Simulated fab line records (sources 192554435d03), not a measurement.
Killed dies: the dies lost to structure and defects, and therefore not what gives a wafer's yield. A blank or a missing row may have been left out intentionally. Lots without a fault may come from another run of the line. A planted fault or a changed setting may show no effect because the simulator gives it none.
A single fault, viewed from 2 desks -- flow n5Finfet -- each desk has only its own numbers; what lay behind them comes last

THE METROLOGY DESK
What the gauges read, lot by lot, whatever tool the lot ran on: means of the sampled wafers that have a number. A lot is out of limits, marked OUT, if its mean lies more than 4 standard deviations from the usual mean; the brackets give that distance. Only the readings that lie furthest out on some lot appear, 7 of the 13 it has.
Columns: A = DIBL_N at N5_BEOL_M4_RC_MEAS_101, usual 36.6 mV/V; B = DIBL_P at N5_BEOL_M4_RC_MEAS_101, usual 36.4 mV/V; C = SS_N at N5_BEOL_M4_RC_MEAS_101, usual 71.5 mV/dec; D = SS_P at N5_BEOL_M4_RC_MEAS_101, usual 73.4 mV/dec; E = M5_RS at N5_BEOL_M5_RS_MEAS_57, usual 0.389 ohm/sq; F = cdNm at N5_BEOL_M6_CD_MEAS_18, usual 40.1 nm; G = trenchDepthNm at N5_BEOL_M6_OCD_MEAS_38, usual 94.1 nm
lot,first seen here,A,B,C,D,E,F,G
L753,day 9 09:05,35.4,34.1,72.1,72.4,0.388,40.7,96.3
L754,day 10 10:31,38.4,37.4,72.3,73.2,0.385,40.1,95.0
L756,day 11 14:48,36.6,36.0,71.4,73.3,0.389,39.9,93.0
L759,day 11 14:51,34.5,35.5,71.2,73.2,0.386,39.6,92.5
L758,day 12 19:20,35.4,35.1,71.2,73.0,0.371,40.1,93.5
L763,day 13 08:50,37.8,36.9,72.5,73.9,0.400,40.1,94.8
L762,day 13 20:31,35.6,36.0,71.1,73.4,0.397,39.5,93.6
L764,day 14 05:01,36.2,36.2,72.0,73.1,0.386,-,-
This desk's finding: nothing out of limits on any of the 8 lots.

DESK OF THE TOOL OWNER: rieDiel-01
The tool's own readings at N5_BEOL_M6_ETCH_62 (etches SOC in N2/H2, target depth 110 nm, overetch 22 nm, time 165 s): means of the sampled wafers that have a number, for each lot that ran on this tool. A lot is out of limits, marked OUT, if its mean lies more than 4 standard deviations from the usual mean; the brackets give that distance.
Columns: A = drypumpMotorCurrentA at N5_BEOL_M6_ETCH_62, usual 5.8 A; B = oesProductAu at N5_BEOL_M6_ETCH_62, usual 0.67 a.u.; C = rfFwdPowerW at N5_BEOL_M6_ETCH_62, usual 838.0 W; D = rfVppV at N5_BEOL_M6_ETCH_62, usual 523.8 V; E = showerheadPlenumPTorr at N5_BEOL_M6_ETCH_62, usual 2.54 Torr; F = throttleValvePct at N5_BEOL_M6_ETCH_62, usual 17.89 %
lot,first seen here,A,B,C,D,E,F
L756,day 12 04:44,5.8,0.65,838.7,522.8,2.51,18.04
L759,day 12 07:04,5.8,0.65,839.2,523.6,2.51,18.04
L763,day 14 02:45,5.3,0.61,838.1,523.3,2.53,18.19
L762,day 14 13:17,5.3,0.64,837.1,524.2,2.54,17.91
L764,day 14 19:47,5.1,0.64,834.4,523.9,2.56,17.79
This desk's finding: nothing out of limits on any of the 5 lots.

BROUGHT TOGETHER
Metrology desk: nothing out of limits seen.
The tool owner's desk saw nothing out of limits.

WHAT HAD BEEN PUT IN BY THE SIMULATOR
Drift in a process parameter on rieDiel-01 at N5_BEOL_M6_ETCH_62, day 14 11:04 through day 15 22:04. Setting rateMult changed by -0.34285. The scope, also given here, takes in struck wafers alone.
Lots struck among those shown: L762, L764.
